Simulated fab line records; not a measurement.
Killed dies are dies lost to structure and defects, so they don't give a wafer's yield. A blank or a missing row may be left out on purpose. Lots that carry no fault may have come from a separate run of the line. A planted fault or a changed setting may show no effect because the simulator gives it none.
Chamber matching || flow n5 finfet || N5_BEOL_M5_DEP_56 on pecvd-03: 3 sister chambers
The step deposits SiCN from 3MS/NH3, target thk 8 nm, time 14 s. 3 wafers are shown with their chamber, then 9 later ones without.

## WAFERS WITH THEIR CHAMBER
{"wafer": "L090.4", "chamber": 2, "showerhead plenum p Torr (Torr)": 3.648}
{"wafer": "L091.2", "chamber": 1, "showerhead plenum p Torr (Torr)": 3.671}
{"wafer": "L091.6", "chamber": 0, "showerhead plenum p Torr (Torr)": 3.690}

## WAFERS WITHOUT THEIR CHAMBER
{"wafer": "L089.3", "showerhead plenum p Torr (Torr)": 3.687}
{"wafer": "L089.5", "showerhead plenum p Torr (Torr)": 3.669}
{"wafer": "L089.6", "showerhead plenum p Torr (Torr)": 3.637}
{"wafer": "L094.1", "showerhead plenum p Torr (Torr)": 3.671}
{"wafer": "L094.2", "showerhead plenum p Torr (Torr)": 3.693}
{"wafer": "L094.4", "showerhead plenum p Torr (Torr)": 3.683}
{"wafer": "L095.2", "showerhead plenum p Torr (Torr)": 3.699}
{"wafer": "L095.3", "showerhead plenum p Torr (Torr)": 3.670}
{"wafer": "L095.4", "showerhead plenum p Torr (Torr)": 3.663}

## THE CHAMBER EACH PASSED THROUGH
{"wafer": "L089.3", "from the rows above": 0, "in truth": 0}
{"wafer": "L089.5", "from the rows above": 1, "in truth": 1}
{"wafer": "L089.6", "from the rows above": 2, "in truth": 2}
{"wafer": "L094.1", "from the rows above": 1, "in truth": 1}
{"wafer": "L094.2", "from the rows above": 0, "in truth": 0}
{"wafer": "L094.4", "from the rows above": "can't be placed: 0 or 1", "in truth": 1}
{"wafer": "L095.2", "from the rows above": 0, "in truth": 0}
{"wafer": "L095.3", "from the rows above": 1, "in truth": 1}
{"wafer": "L095.4", "from the rows above": "can't be placed: 1 or 2", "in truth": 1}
Correct placement for 7 of the 9. Unplaceable from these rows: 2, with the true chamber sitting among the candidates in 2. Placed wrongly: 0.
How it was worked out, from the rows above alone: a wafer's distance from a chamber is the root of the sum, over the readings, of the square of ((its reading less the chamber's mean) divided by the reading's scatter). If the next closest chamber is less than 2 further off than the closest, the wafer can't be placed; otherwise it belongs to the closest. A chamber's mean is the mean of its shown wafers. The scatter: with one shown wafer a chamber, the root of the mean of the squares of how far each hidden wafer lies from its nearest shown one.
